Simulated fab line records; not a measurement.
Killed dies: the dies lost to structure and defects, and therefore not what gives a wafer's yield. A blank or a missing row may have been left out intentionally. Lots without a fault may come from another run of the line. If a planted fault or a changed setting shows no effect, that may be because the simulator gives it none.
fab line records ; flow n5-finfet
record lots=7; wafers=21
route steps=1938 shown BEOL_M6@1198 BEOL_M7@1281 BEOL_M8@1335 BEOL_M11@1541
start-h: hours from the record's first day to the start of the lot's first wafer shown ; wait-h: hours elapsed since this lot's preceding step ; " the same as in the row above ; L1.1+2: several wafers, shown together as one row ; - value missing, or start not given ; * or withheld: withheld ; < > ~ a bound
route shown NAME@n: NAME is a module with steps in the file, n the number in the route of the first one ; usual: the fault-free wafers' mean and standard deviation ; same: alike in all rows ; chamber/n: place in a boat ; sites: per-site readings ; _std_site: the standard deviation of these ; _edge_site: the outer-site mean with the inner-site mean subtracted ; radius-mm: for every site, how far away it sits from the centre of the wafer ; mask NAME#n: copy n ; behind: the last tool/chamber to shape the wafer ; hold: reason for holding the lot/hours on hold/outcome of the hold ; device: the n, p or np transistor that did not switch ; end of line: the tests these same wafers got at the end of their route ; step lacking rows: just its recipe ; killed: dies that structure and defects cost at the first sort, which is not the same as the wafer's yield ; map: shows each die of a wafer: x if killed, . if not, _ if none is there
set.NAME: the setting the step ran with; set.NAME@STEP: the setting that earlier step ran with ; model.NAME: the simulator's own value behind a step, which no gauge read
one table per step and one row per wafer, for lots whose settings were changed on purpose
## steps
# step N5_BEOL_M6_HM_DEP_02
# recipe material=TiN; target-thk-a=200; temp-c=25; chamber-pressure-pa=0.49996
lot.wafer;tool;chamber;start-h;wait-h;set.target-thk-a;model.TiN_of_BEOL_M6_HM_DEP_02.thk-nm
L076.1;pvd-sputter-01;-;208.64;2.1;226.4;22.6
L076.3;pvd-sputter-01;-;208.64;2.1;200;20
L076.4;pvd-sputter-01;-;208.64;2.1;200;20.2
L083.1;pvd-sputter-02;-;231.21;0.6;200;19.8
L083.3;pvd-sputter-02;-;231.21;0.6;189.8;18.6
L083.4;pvd-sputter-02;-;231.21;0.6;200;19.6
L084.1+5;pvd-sputter-03;-;241.83;1.2;200;20.2
L084.3;pvd-sputter-03;-;241.83;1.2;200;20.4
L086.1;pvd-sputter-01;-;261.72;0.5;208;20.8
L086.2;pvd-sputter-01;-;261.72;0.5;200;20
L086.6;pvd-sputter-01;-;261.72;0.5;200;19.8
L090.1+6;pvd-sputter-01;-;277.01;0.8;200;19.6
L090.4;pvd-sputter-01;-;277.01;0.8;212.2;20.8
L096.1;pvd-sputter-02;-;309.22;1.3;191.3;18.8
L096.3;pvd-sputter-02;-;309.22;1.3;191.3;18.6
L096.4;pvd-sputter-02;-;309.22;1.3;191.3;19
L097.2+4;pvd-sputter-02;-;313.92;0.5;200;20
L097.5;pvd-sputter-02;-;313.92;0.5;200;20.2
# step N5_BEOL_M6_COAT_59
# recipe resist=SOC; temp-c=250; time-s=60; spin-rpm=1500; resist-thk-nm=100
# step N5_BEOL_M6_COAT_60
# recipe resist=SiARC; temp-c=220; time-s=60; spin-rpm=1500; resist-thk-nm=35
# step N5_BEOL_M6_STRIP_68
# recipe chemistry=N2/H2; temp-c=40; n2-flow-sccm=200; h2-flow-sccm=200; rf-frequency-hz=6e+07
# step N5_BEOL_M6_STRIP_67
# recipe chemistry=CF4; resist=SiARC; power-w=300; bias-power-w=75; pressure-mtorr=50; cf4-flow-sccm=150; rf-frequency-hz=6e+07
# step N5_BEOL_M6_HM_OPEN_17
# recipe chemistry=Cl2/BCl3; target-depth-a=200; overetch-a=60; target=TiN; mask-material=SOC; ion-energy-ev=150; pressure-mtorr=10; icp-w=1000; bias-w=126; Cl2_flow_sccm=53.25; bcl3-flow-sccm=21.75; Ar_flow_sccm=25
lot.wafer;tool;chamber;start-h;wait-h;set.target-thk-a@BEOL_M6_HM_DEP_02;model.etch.depth-nm
L076.1;rie-metal-01;0;209.50;0.0;226.4;22.51
L076.3;rie-metal-01;1;209.50;0.0;200;20.04
L076.4;rie-metal-01;0;209.50;0.0;200;20.13
L083.1;rie-metal-01;0;232.08;0.0;200;19.86
L083.3;rie-metal-01;0;232.08;0.0;189.8;18.68
L083.4;rie-metal-01;0;232.08;0.0;200;19.66
L084.1;rie-metal-01;0;242.71;0.0;200;20.26
L084.3;rie-metal-01;0;242.71;0.0;200;20.31
L084.5;rie-metal-01;0;242.71;0.0;200;20.18
L086.1;rie-metal-03;1;262.72;0.0;208;20.73
L086.2;rie-metal-03;0;262.72;0.0;200;19.99
L086.6;rie-metal-03;1;262.72;0.0;200;19.73
L090.1;rie-metal-03;0;277.75;0.0;200;19.69
L090.4;rie-metal-03;0;277.75;0.0;212.2;20.78
L090.6;rie-metal-03;0;277.75;0.0;200;19.66
L096.1;rie-metal-02;1;310.04;0.0;191.3;18.87
L096.3;rie-metal-02;0;310.04;0.0;191.3;18.68
L096.4;rie-metal-02;1;310.04;0.0;191.3;19.1
L097.2;rie-metal-02;0;314.88;0.0;200;19.99
L097.4;rie-metal-02;1;314.88;0.0;200;20.03
L097.5;rie-metal-02;0;314.88;0.0;200;20.14
# step N5_BEOL_M6_STRIP_19
# recipe chemistry=O2; power-w=400; temp-c=40; pressure-mtorr=30; rf-frequency-hz=6e+07; bias-power-w=0; overash-fraction=0.2; o2-flow-sccm=225
# step N5_BEOL_M6_STRIP_76
# recipe chemistry=C4F6/O2; resist=SiARC; rf-frequency-hz=6e+07
# step N5_BEOL_M6_STRIP_36
# recipe chemistry=N2/H2; power-w=450; temp-c=40; pressure-mtorr=20; rf-frequency-hz=6e+07; overash-fraction=0.3; bias-power-w=7; h2-frac=0.5; n2-flow-sccm=200; h2-flow-sccm=200
# step N5_BEOL_M6_TRENCH_ETCH_37
# recipe chemistry=C4F6/O2; target-depth-a=944.35; target=SiCOH_lowk; time-s=31.5; ion-energy-ev=250; pressure-mtorr=30; source-w=345; bias-w=185; Ar_flow_sccm=300; C4F6_flow_sccm=10; O2_flow_sccm=10
lot.wafer;tool;chamber;start-h;wait-h;set.target-thk-a@BEOL_M6_HM_DEP_02;model.TiN_of_BEOL_M6_HM_DEP_02.thk-nm
L076.1;rie-diel-01;2;-;-;226.4;19.8
L076.3;rie-diel-01;0;-;-;200;17.2
L076.4;rie-diel-01;3;-;-;200;17.4
L083.1;rie-diel-01;3;-;-;200;17
L083.3;rie-diel-01;2;-;-;189.8;16
L083.4;rie-diel-01;0;-;-;200;16.8
L084.1+5;rie-diel-03;1,0;-;-;200;17.4
L084.3;rie-diel-03;0;-;-;200;17.6
L086.1;rie-diel-05;1;-;-;208;18
L086.2;rie-diel-05;3;-;-;200;17.4
L086.6;rie-diel-05;1;-;-;200;17
L090.1+6;rie-diel-03;3;-;-;200;17
L090.4;rie-diel-03;2;-;-;212.2;18
L096.1;rie-diel-05;0;-;-;191.3;16.2
L096.3;rie-diel-05;3;-;-;191.3;16
L096.4;rie-diel-05;0;-;-;191.3;16.4
L097.2+4;rie-diel-03;0,3;-;-;200;17.2
L097.5;rie-diel-03;2;-;-;200;17.4
# step N5_BEOL_M7_ETCH_62
# recipe chemistry=N2/H2; target=SOC; target-depth-a=1100; overetch-a=220; mask-material=SiARC; temp-c=40; time-s=165; ion-energy-ev=200; pressure-mtorr=30; source-w=840; bias-w=150; n2-flow-sccm=200; h2-flow-sccm=200
# usual rf-vpp-V=524.4/2.6
lot.wafer;tool;chamber;start-h;wait-h;set.source-w;rf-vpp-V
L076.1;rie-diel-04;0;216.46;0.0;793.7;531.9
L076.3;rie-diel-04;1;216.46;0.0;793.7;531.7
L076.4;rie-diel-04;2;216.46;0.0;840;522.0
L083.1;rie-diel-02;0;242.22;0.0;693.3;561.5
L083.3;rie-diel-02;1;242.22;0.0;693.3;561.5
L083.4;rie-diel-02;0;242.22;0.0;840;527.5
L084.1;rie-diel-02;1;251.62;0.0;840;528.1
L084.3;rie-diel-02;2;251.62;0.0;840;519.7
L084.5;rie-diel-02;0;251.62;0.0;840;526.4
L086.1;rie-diel-06;3;271.60;0.0;840;525.4
L086.2;rie-diel-06;1;271.60;0.0;911.9;508.0
L086.6;rie-diel-06;3;271.60;0.0;911.9;511.1
L090.1;rie-diel-02;0;284.10;0.0;840;526.8
L090.4;rie-diel-02;2;284.10;0.0;840;522.5
L090.6;rie-diel-02;1;284.10;0.0;741.4;551.1
L096.1;rie-diel-06;0;317.46;0.0;840;520.2
L096.3;rie-diel-06;2;317.46;0.0;696.6;561.8
L096.4;rie-diel-06;3;317.46;0.0;840;527.1
L097.2;rie-diel-02;0;323.46;0.0;840;525.5
L097.4;rie-diel-02;3;323.46;0.0;840;526.5
L097.5;rie-diel-02;2;323.46;0.0;972.5;497.1
# step N5_BEOL_M7_COAT_63
# recipe resist=SOC; temp-c=250; time-s=60; spin-rpm=1500; resist-thk-nm=60
lot.wafer;tool;chamber;start-h;wait-h;set.spin-rpm;model.SOC_of_BEOL_M7_COAT_63.thk-nm
L076.1;litho-track-03;0;217.48;0.6;1594;58
L076.3+4;litho-track-03;0;217.48;0.6;1500;59.8
L083.1+3;litho-track-01;0;244.39;1.7;1500;60
L083.4;litho-track-01;0;244.39;1.7;1500;59.8
L084.1+5;litho-track-01;0;252.16;0.2;1500;60
L084.3;litho-track-01;0;252.16;0.2;1500;59.8
L086.1+2+6;litho-track-02;0;275.02;3.1;1500;60.2
L090.1+4+6;litho-track-01;0;285.64;1.2;1500;60.2
L096.1;litho-track-03;0;317.92;0.1;1583;58.6
L096.3;litho-track-03;0;317.92;0.1;1583;58.8
L096.4;litho-track-03;0;317.92;0.1;1500;60.2
L097.2;litho-track-03;0;324.50;0.7;1371;62.8
L097.4;litho-track-03;0;324.50;0.7;1500;60.4
L097.5;litho-track-03;0;324.50;0.7;1371;63
# step N5_BEOL_M7_COAT_64
# recipe resist=SiARC; temp-c=220; time-s=60; spin-rpm=1500; resist-thk-nm=12
# step N5_BEOL_M7_COAT_71
# recipe resist=underlayer; temp-c=205; time-s=60; spin-rpm=1500; resist-thk-nm=5
# step N5_BEOL_M7_ETCH_72
# recipe chemistry=N2/H2; target=underlayer; target-depth-a=65; mask-material=CAR-EUV; time-s=5.2; ion-energy-ev=200; pressure-mtorr=30; source-w=840; bias-w=150; n2-flow-sccm=200; h2-flow-sccm=200; ends=cleared
# step N5_BEOL_M7_ETCH_65
# recipe chemistry=CF4; target=SiARC; target-depth-a=156; mask-material=CAR-EUV; time-s=26; ion-energy-ev=80; pressure-mtorr=40; source-w=545; bias-w=36; Ar_flow_sccm=100; cf4-flow-sccm=100; ends=cleared
# step N5_BEOL_M7_ETCH_66
# recipe chemistry=N2/H2; target=SOC; target-depth-a=800; overetch-a=160; mask-material=SiARC; temp-c=40; time-s=120; ion-energy-ev=200; pressure-mtorr=30; source-w=840; bias-w=150; n2-flow-sccm=200; h2-flow-sccm=200
lot.wafer;tool;chamber;start-h;wait-h;set.spin-rpm@BEOL_M7_COAT_63;model.etch.depth-nm
L076.1;rie-diel-02;3;218.41;0.0;1594;58.08
L076.3;rie-diel-02;0;218.41;0.0;1500;59.81
L076.4;rie-diel-02;2;218.41;0.0;1500;59.84
L083.1+3;rie-diel-02;1,0;244.87;0.0;1500;60.04
L083.4;rie-diel-02;0;244.87;0.0;1500;59.87
L084.1;rie-diel-04;3;252.63;0.0;1500;60.08
L084.3;rie-diel-04;1;252.63;0.0;1500;59.89
L084.5;rie-diel-04;2;252.63;0.0;1500;60.07
L086.1+6;rie-diel-06;1;275.77;0.0;1500;60.24
L086.2;rie-diel-06;2;275.77;0.0;1500;60.18
L090.1;rie-diel-06;3;286.54;0.0;1500;60.23
L090.4;rie-diel-06;1;286.54;0.0;1500;60.22
L090.6;rie-diel-06;0;286.54;0.0;1500;60.21
L096.1;rie-diel-02;2;318.56;0.0;1583;58.64
L096.3;rie-diel-02;0;318.56;0.0;1583;58.77
L096.4;rie-diel-02;3;318.56;0.0;1500;60.16
L097.2;rie-diel-02;0;325.38;0.0;1371;62.88
L097.4;rie-diel-02;1;325.38;0.0;1500;60.36
L097.5;rie-diel-02;2;325.38;0.0;1371;62.99
# step N5_BEOL_M8_PECVD_70
# recipe material=SiO2; target-thk-a=200; temp-c=400; precursor=TEOS/O2; pressure-torr=5.5; rf-w=450; teos-flow-sccm=53.8; gas=O2; flow-sccm=3000; time-s=22.7
lot.wafer;tool;chamber;start-h;wait-h;set.time-s;model.SiO2_of_BEOL_M8_PECVD_70.thk-nm
L076.1;pecvd-04;2;223.16;0.0;22.7;20.2
L076.3;pecvd-04;0;223.16;0.0;24.97;21.8
L076.4;pecvd-04;1;223.16;0.0;24.97;22
L083.1+3+4;pecvd-01;2,0,0;249.53;0.0;22.7;19.8
L084.1+3;pecvd-02;0,1;256.28;0.0;22.7;19.6
L084.5;pecvd-02;2;256.28;0.0;22.7;20
L086.1;pecvd-04;1;279.98;0.0;22.7;20
L086.2;pecvd-04;0;279.98;0.0;22.7;19.8
L086.6;pecvd-04;2;279.98;0.0;22.7;20.4
L090.1;pecvd-04;1;291.08;0.1;25.1;22
L090.4;pecvd-04;2;291.08;0.1;25.1;22.6
L090.6;pecvd-04;1;291.08;0.1;25.1;22.2
L096.1;pecvd-01;2;323.67;0.0;22.7;20
L096.3;pecvd-01;1;323.67;0.0;21.32;18.6
L096.4;pecvd-01;0;323.67;0.0;22.7;20.2
L097.2;pecvd-02;1;329.73;0.0;22.7;20.2
L097.4;pecvd-02;0;329.73;0.0;23.56;21
L097.5;pecvd-02;1;329.73;0.0;23.56;20.8
# step N5_BEOL_M8_EXPOSE_08
# recipe mask-id=M8; na=1.35; source-shape=dipole; sigma-inner=0.817; sigma-outer=0.97; polarization=te; dose-mj=68.25
lot.wafer;tool;chamber;start-h;wait-h;mask;set.dose-mj
L076.1+3+4;arfi-scanner-01;0;224.61;-;M8#0;68.25
L083.1+3+4;arfi-scanner-02;0;250.35;-;M8#0;68.25
L084.1+3+5;arfi-scanner-02;0;257.13;-;M8#0;68.25
L086.1+2+6;arfi-scanner-03;0;280.71;-;M8#0;68.25
L090.1;arfi-scanner-01;0;294.30;-;M8#0;68.25
L090.4+6;arfi-scanner-01;0;294.30;-;M8#0;66.64
L096.1+3;arfi-scanner-01;0;325.62;-;M8#0;68.25
L096.4;arfi-scanner-01;0;325.62;-;M8#0;72.34
L097.2+4+5;arfi-scanner-02;0;331.49;-;M8#0;68.25
# step N5_BEOL_M8_PEB_09
# recipe peb-temp-c=withheld; peb-time-s=60; resist=CAR-ArF
# step N5_BEOL_M8_DEVELOP_10
# recipe develop-time-s=30; developer=TMAH; resist=CAR-ArF; rinse-liquid=diw; dry=air-spin; dev-temp-c=23
# step N5_BEOL_M8_CD_MEAS_11
# recipe target-cd-nm=38.5; landing-energy-ev=500; detector=se-inlens; polarity=opening
# usual cd-nm=38.4/0.5
lot.wafer;tool;chamber;start-h;wait-h;set.dose-mj@BEOL_M8_EXPOSE_08;cd-nm
L076.1;cd-sem-02;0;224.74;-;68.25;38.9
L076.3;cd-sem-02;0;224.74;-;68.25;39.1
L076.4;cd-sem-02;0;224.74;-;68.25;39.1
L083.1;cd-sem-01;0;250.48;-;68.25;37.9
L083.3;cd-sem-01;0;250.48;-;68.25;37.9
L083.4;cd-sem-01;0;250.48;-;68.25;37.9
L084.1;cd-sem-03;0;257.26;-;68.25;38.2
L084.3;cd-sem-03;0;257.26;-;68.25;38.1
L084.5;cd-sem-03;0;257.26;-;68.25;38.7
L086.1;cd-sem-02;0;280.84;-;68.25;38.1
L086.2;cd-sem-02;0;280.84;-;68.25;38.1
L086.6;cd-sem-02;0;280.84;-;68.25;38.2
L090.1;cd-sem-02;0;294.43;-;68.25;38.6
L090.4;cd-sem-02;0;294.43;-;66.64;37.1
L090.6;cd-sem-02;0;294.43;-;66.64;36.8
L096.1;cd-sem-03;0;325.75;-;68.25;38.7
L096.3;cd-sem-03;0;325.75;-;68.25;38.3
L096.4;cd-sem-03;0;325.75;-;72.34;41.0
L097.2;cd-sem-01;0;331.62;-;68.25;37.4
L097.4;cd-sem-01;0;331.62;-;68.25;38.4
L097.5;cd-sem-01;0;331.62;-;68.25;38.3
# step N5_BEOL_M8_DESCUM_16
# recipe chemistry=O2; time-s=7.9; source-power-w=50; bias-power-w=20; pressure-mtorr=20; rf-frequency-hz=2.712e+07; temp-c=40; resist=CAR-ArF; o2-flow-sccm=225
# step N5_BEOL_M8_ETCH_61
# recipe chemistry=CF4; target=SiARC; target-depth-a=455; mask-material=CAR-ArF; time-s=75.8; ion-energy-ev=80; pressure-mtorr=40; source-w=545; bias-w=36; Ar_flow_sccm=100; cf4-flow-sccm=100; ends=cleared
lot.wafer;tool;chamber;start-h;wait-h;set.dose-mj@BEOL_M8_EXPOSE_08;model.BEOL_M8.cd-offset-nm
L076.1;rie-diel-03;2;225.39;0.0;68.25;0.6
L076.3;rie-diel-03;1;225.39;0.0;68.25;0.4
L076.4;rie-diel-03;1;225.39;0.0;68.25;0.2
L083.1;rie-diel-05;3;250.97;0.0;68.25;0
L083.3+4;rie-diel-05;0,1;250.97;0.0;68.25;-0.8
L084.1;rie-diel-01;3;257.38;0.0;68.25;-0.6
L084.3;rie-diel-01;0;257.38;0.0;68.25;-0.4
L084.5;rie-diel-01;0;257.38;0.0;68.25;0
L086.1;rie-diel-03;2;281.27;0.0;68.25;-1
L086.2;rie-diel-03;3;281.27;0.0;68.25;-0.2
L086.6;rie-diel-03;2;281.27;0.0;68.25;-0.6
L090.1;rie-diel-03;2;294.55;0.0;68.25;0
L090.4;rie-diel-03;3;294.55;0.0;66.64;-1.4
L090.6;rie-diel-03;0;294.55;0.0;66.64;-1.8
L096.1;rie-diel-01;3;326.20;0.0;68.25;-0.6
L096.3;rie-diel-01;1;326.20;0.0;68.25;0
L096.4;rie-diel-01;3;326.20;0.0;72.34;2.4
L097.2;rie-diel-01;3;332.11;0.0;68.25;-1.2
L097.4;rie-diel-01;2;332.11;0.0;68.25;-0.4
L097.5;rie-diel-01;2;332.11;0.0;68.25;-0.6
# step N5_BEOL_M8_ETCH_62
# recipe chemistry=N2/H2; target=SOC; target-depth-a=1100; overetch-a=220; mask-material=SiARC; temp-c=40; time-s=165; ion-energy-ev=200; pressure-mtorr=30; source-w=840; bias-w=150; n2-flow-sccm=200; h2-flow-sccm=200
# step N5_BEOL_M8_STRIP_68
# recipe chemistry=N2/H2; temp-c=40; n2-flow-sccm=200; h2-flow-sccm=200; rf-frequency-hz=6e+07
# step N5_BEOL_M8_STRIP_67
# recipe chemistry=CF4; resist=SiARC; power-w=300; bias-power-w=75; pressure-mtorr=50; cf4-flow-sccm=150; rf-frequency-hz=6e+07
# step N5_BEOL_M8_HM_OPEN_17
# recipe chemistry=Cl2/BCl3; target-depth-a=200; overetch-a=60; target=TiN; mask-material=SOC; ion-energy-ev=150; pressure-mtorr=10; icp-w=1000; bias-w=126; Cl2_flow_sccm=53.25; bcl3-flow-sccm=21.75; Ar_flow_sccm=25
lot.wafer;tool;chamber;start-h;wait-h;set.dose-mj@BEOL_M8_EXPOSE_08;model.BEOL_M8.cd-offset-nm
L076.1+3;rie-metal-01;0;225.64;0.0;68.25;0.2
L076.4;rie-metal-01;1;225.64;0.0;68.25;0
L083.1;rie-metal-03;0;251.22;0.0;68.25;-0.2
L083.3;rie-metal-03;0;251.22;0.0;68.25;-1.2
L083.4;rie-metal-03;0;251.22;0.0;68.25;-0.6
L084.1+5;rie-metal-03;1,0;257.62;0.0;68.25;-0.2
L084.3;rie-metal-03;0;257.62;0.0;68.25;-0.6
L086.1+2+6;rie-metal-01;1,0,1;281.52;0.0;68.25;-0.6
L090.1;rie-metal-03;1;294.79;0.0;68.25;0
L090.4+6;rie-metal-03;1;294.79;0.0;66.64;-1.4
L096.1;rie-metal-03;1;326.44;0.0;68.25;-0.4
L096.3;rie-metal-03;1;326.44;0.0;68.25;0.4
L096.4;rie-metal-03;0;326.44;0.0;72.34;2.6
L097.2;rie-metal-02;1;332.35;0.0;68.25;-1
L097.4;rie-metal-02;0;332.35;0.0;68.25;0
L097.5;rie-metal-02;1;332.35;0.0;68.25;-0.4
# step N5_BEOL_M8_STRIP_19
# recipe chemistry=O2; power-w=400; temp-c=40; pressure-mtorr=30; rf-frequency-hz=6e+07; bias-power-w=0; overash-fraction=0.2; o2-flow-sccm=225
# step N5_BEOL_M8_CD_MEAS_18
# recipe pitch-nm=80; target-cd-nm=40
# usual cd-nm=39.8/0.55
lot.wafer;tool;chamber;start-h;wait-h;set.dose-mj@BEOL_M8_EXPOSE_08;cd-nm
L076.1;cd-sem-02;-;225.91;0.0;68.25;40.3
L076.3;cd-sem-02;-;225.91;0.0;68.25;40.5
L076.4;cd-sem-02;-;225.91;0.0;68.25;40.2
L083.1;cd-sem-03;-;251.49;0.0;68.25;40.1
L083.3;cd-sem-03;-;251.49;0.0;68.25;39.0
L083.4;cd-sem-03;-;251.49;0.0;68.25;39.1
L084.1;cd-sem-01;-;257.80;0.0;68.25;39.5
L084.3;cd-sem-01;-;257.80;0.0;68.25;39.2
L084.5;cd-sem-01;-;257.80;0.0;68.25;40.1
L086.1;cd-sem-03;-;281.72;0.1;68.25;39.2
L086.2;cd-sem-03;-;281.72;0.1;68.25;39.8
L086.6;cd-sem-03;-;281.72;0.1;68.25;39.7
L090.1;cd-sem-02;-;295.07;0.0;68.25;39.8
L090.4;cd-sem-02;-;295.07;0.0;66.64;38.4
L090.6;cd-sem-02;-;295.07;0.0;66.64;38.6
L096.1;cd-sem-03;-;326.62;0.0;68.25;39.4
L096.3;cd-sem-03;-;326.62;0.0;68.25;40.3
L096.4;cd-sem-03;-;326.62;0.0;72.34;42.9
L097.2;cd-sem-03;-;332.54;0.1;68.25;39.0
L097.4;cd-sem-03;-;332.54;0.1;68.25;40.0
L097.5;cd-sem-03;-;332.54;0.1;68.25;39.8
# step N5_BEOL_M11_COAT_59
# recipe resist=SOC; temp-c=250; time-s=60; spin-rpm=1500; resist-thk-nm=100
lot.wafer;tool;chamber;start-h;wait-h;set.spin-rpm;model.SOC_of_BEOL_M11_COAT_59.thk-nm
L076.1;litho-track-01;0;253.17;0.1;1500;100
L076.3+4;litho-track-01;0;253.17;0.1;1500;100.4
L083.1;litho-track-01;0;275.93;0.1;1500;100
L083.3;litho-track-01;0;275.93;0.1;1615;96.6
L083.4;litho-track-01;0;275.93;0.1;1615;96.4
L084.1;litho-track-04;0;283.32;0.1;1500;100.2
L084.3;litho-track-04;0;283.32;0.1;1500;100.4
L084.5;litho-track-04;0;283.32;0.1;1500;100
L086.1;litho-track-05;0;305.53;0.1;1500;100
L086.2;litho-track-05;0;305.53;0.1;1500;99.6
L086.6;litho-track-05;0;305.53;0.1;1500;99.8
L090.1+6;litho-track-05;0;322.08;0.1;1500;101
L090.4;litho-track-05;0;322.08;0.1;1500;100.8
L096.1;litho-track-05;0;352.13;0.1;1500;100.2
L096.3;litho-track-05;0;352.13;0.1;1500;100
L096.4;litho-track-05;0;352.13;0.1;1387;104
L097.2;litho-track-05;0;361.08;0.1;1500;100.4
L097.4;litho-track-05;0;361.08;0.1;1416;103.2
L097.5;litho-track-05;0;361.08;0.1;1500;100.2
## key
split step=N5_BEOL_M6_HM_DEP_02; setting=target-thk-a; stated=200; by=wafer
response step=N5_BEOL_M6_HM_DEP_02; reading=model.TiN_of_BEOL_M6_HM_DEP_02.thk-nm; change=+0.195; per=1%; r=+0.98
response step=N5_BEOL_M6_HM_OPEN_17; reading=model.etch.depth-nm; change=+0.188; per=1%; r=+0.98
response step=N5_BEOL_M6_TRENCH_ETCH_37; reading=model.TiN_of_BEOL_M6_HM_DEP_02.thk-nm; change=+0.185; per=1%; r=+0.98
split step=N5_BEOL_M7_ETCH_62; setting=source-w; stated=840; by=wafer
response step=N5_BEOL_M7_ETCH_62; reading=rf-vpp-V; change=-2.02; per=1%; r=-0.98
split step=N5_BEOL_M7_COAT_63; setting=spin-rpm; stated=1500; by=wafer
response step=N5_BEOL_M7_COAT_63; reading=model.SOC_of_BEOL_M7_COAT_63.thk-nm; change=-0.286; per=1%; r=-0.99
response step=N5_BEOL_M7_ETCH_66; reading=model.etch.depth-nm; change=-0.286; per=1%; r=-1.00
split step=N5_BEOL_M8_PECVD_70; setting=time-s; stated=22.7; by=wafer
response step=N5_BEOL_M8_PECVD_70; reading=model.SiO2_of_BEOL_M8_PECVD_70.thk-nm; change=+0.19; per=1%; r=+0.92
split step=N5_BEOL_M8_EXPOSE_08; setting=dose-mj; stated=68.25; by=wafer
response step=N5_BEOL_M8_CD_MEAS_11; reading=cd-nm; change=+0.46; per=1%; r=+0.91
response step=N5_BEOL_M8_ETCH_61; reading=model.BEOL_M8.cd-offset-nm; change=+0.481; per=1%; r=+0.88
response step=N5_BEOL_M8_HM_OPEN_17; reading=model.BEOL_M8.cd-offset-nm; change=+0.455; per=1%; r=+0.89
response step=N5_BEOL_M8_CD_MEAS_18; reading=cd-nm; change=+0.513; per=1%; r=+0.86
split step=N5_BEOL_M11_COAT_59; setting=spin-rpm; stated=1500; by=wafer
response step=N5_BEOL_M11_COAT_59; reading=model.SOC_of_BEOL_M11_COAT_59.thk-nm; change=-0.493; per=1%; r=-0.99
